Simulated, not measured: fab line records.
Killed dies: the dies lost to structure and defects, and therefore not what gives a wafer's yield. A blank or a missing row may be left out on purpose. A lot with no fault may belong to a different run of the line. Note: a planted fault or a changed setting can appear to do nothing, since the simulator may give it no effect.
Matching of chambers | flow nand harc | 3 sister chambers for NHARC_A_SLIT_DEP_25 on pecvd-04
The step deposits SiO2, target thk 200 nm. 3 wafers are shown with their chamber, then 7 later ones without.

## WAFERS PAIRED WITH THEIR CHAMBERS
wafer  | chamber | throttle valve pct (%)
L089.6 | 1       | 16.2
L093.2 | 2       | 15.6
L093.3 | 0       | 16.0

## WAFERS WHOSE CHAMBER IS MISSING
wafer  | throttle valve pct (%)
L093.6 | 16.6
L095.2 | 15.9
L095.3 | 15.2
L095.6 | 15.9
L096.3 | 16.0
L096.4 | 16.1
L096.5 | 16.4

## WHICH CHAMBER EACH ONE RAN IN
wafer  | from the rows above          | in truth
L093.6 | can't be placed: 1 or 0      | 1
L095.2 | can't be placed: 0 or 1 or 2 | 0
L095.3 | can't be placed: 2 or 0      | 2
L095.6 | can't be placed: 0 or 1 or 2 | 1
L096.3 | can't be placed: 0 or 1 or 2 | 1
L096.4 | can't be placed: 1 or 0 or 2 | 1
L096.5 | can't be placed: 1 or 0      | 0
Placed correctly: 0 of 7. Can't be placed from these rows: 7 (the true chamber is among the candidates in 7). Number placed wrongly: 0.
How it was worked out, from the rows above alone: a wafer's distance from a chamber is the root of the sum, over the readings, of the square of ((its reading less the chamber's mean) divided by the reading's scatter). If the next closest chamber is less than 2 further off than the closest, the wafer can't be placed; otherwise it belongs to the closest. The mean given for a chamber averages the wafers shown for that chamber. The scatter (one wafer shown for each chamber): square how far every hidden wafer sits from the nearest shown wafer, average those squares and take the square root.
